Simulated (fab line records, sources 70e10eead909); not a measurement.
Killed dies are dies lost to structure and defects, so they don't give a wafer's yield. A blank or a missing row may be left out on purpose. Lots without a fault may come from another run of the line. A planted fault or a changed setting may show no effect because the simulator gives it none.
Which tool did it? | flow nand_harc | 24 lots, 72 wafers sampled, at 1 step of a route of 1159

WHAT THE GAUGES READ, wafer by wafer
NHARC_A_CHANNEL_HOLE_D1_OVL_MEAS_11. Usual: overlay_x_nm 0.2 nm, standard deviation 0.76; overlay_y_nm 0.2 nm, standard deviation 0.6.
lot  | measured     | on         | overlay_x_nm (nm) | overlay_y_nm (nm) | flag
L075 | day 8 03:21  | overlay-02 | 1.3 0.5 0.7       | 0.4 0.3 0.1       |
L074 | day 8 03:38  | overlay-02 | 0.3 0.5 0.2       | 0.4 0.5 -0.4      |
L076 | day 8 20:58  | overlay-01 | 1.1 0.7 1.2       | 0.0 0.7 0.3       |
L077 | day 8 21:24  | overlay-02 | 1.0 1.0 1.0       | -1.0 -0.8 -0.4    |
L079 | day 9 10:07  | overlay-01 | 0.0 0.6 0.6       | 0.2 0.5 0.2       |
L078 | day 9 10:56  | overlay-01 | 0.8 0.9 0.7       | 1.1 0.5 0.8       |
L081 | day 9 15:52  | overlay-02 | 0.2 0.1 -0.1      | -0.3 -0.1 -0.5    |
L080 | day 9 16:16  | overlay-02 | 0.9 0.2 0.0       | -1.1 -0.6 -0.4    |
L083 | day 10 09:26 | overlay-02 | -0.7 -0.9 -0.1    | 0.3 -0.2 0.3      |
L082 | day 10 10:41 | overlay-01 | -1.2 -1.0 -0.7    | 1.5 0.8 1.1       |
L084 | day 11 04:22 | overlay-01 | 0.4 1.1 0.6       | -0.3 0.4 -0.3     |
L085 | day 11 10:24 | overlay-01 | -0.4 -0.1 -0.6    | 1.2 1.6 0.9       |
L086 | day 11 10:43 | overlay-02 | 0.0 -0.3 0.0      | 0.1 0.1 -0.2      |
L088 | day 11 19:29 | overlay-01 | 1.0 1.1 0.8       | 0.1 0.3 0.6       |
L087 | day 11 19:56 | overlay-02 | 0.2 -0.1 0.6      | -0.1 0.5 0.1      |
L090 | day 12 08:08 | overlay-02 | 0.0 0.0 0.3       | 0.5 0.3 0.3       |
L089 | day 12 08:20 | overlay-02 | 0.1 0.7 0.6       | 0.4 0.0 -0.4      |
L091 | day 12 12:53 | overlay-02 | 1.8 0.9 1.0       | -0.2 0.0 0.5      |
L092 | day 12 13:10 | overlay-01 | 0.0 0.1 0.4       | 0.5 0.3 0.6       |
L093 | day 12 21:34 | overlay-01 | -0.8 0.1 -0.2     | -0.8 -0.4 -0.9    |
L094 | day 13 06:10 | overlay-02 | -0.1 -0.5 0.6     | 0.8 0.9 0.8       |
L096 | day 13 16:46 | overlay-02 | -1.4 -1.5 -1.7    | -0.7 -0.8 -0.8    |
L095 | day 13 17:32 | overlay-02 | -1.1 -0.8 -0.5    | 0.5 0.4 0.8       |
L097 | day 14 01:05 | overlay-02 | 0.1 -0.3 -0.8     | 0.2 0.7 0.0       |

WHICH TOOL RAN EACH LOT (tool, then ch and the chambers of the sampled wafers, then the start)
The record holds no process step before these readings.

WHAT THE TOOLS THEMSELVES READ (means of the sampled wafers that have a number; where no wafer has one, the mark that the record gives instead)
The record holds no such reading with a usual standard deviation.

THE ANSWER, worked out from the rows above alone
Rule: a lot is off if the mean of its wafers that have a number lies more than 3 standard deviations from the usual mean. A lot without any number at a reading at which 4 lots or more have one is off too. The other lots that the step has rows for count as sound. The gauges are gone through in route order, then the tools' own readings, and for those a lot's mean is taken as printed above. The first step at which some lot is off is used, and at that step the reading that is off furthest; a lot without a number counts as furthest.
No lot is off at any reading shown: from this, nothing can be told.

WHAT THE SIMULATOR HAD PUT IN
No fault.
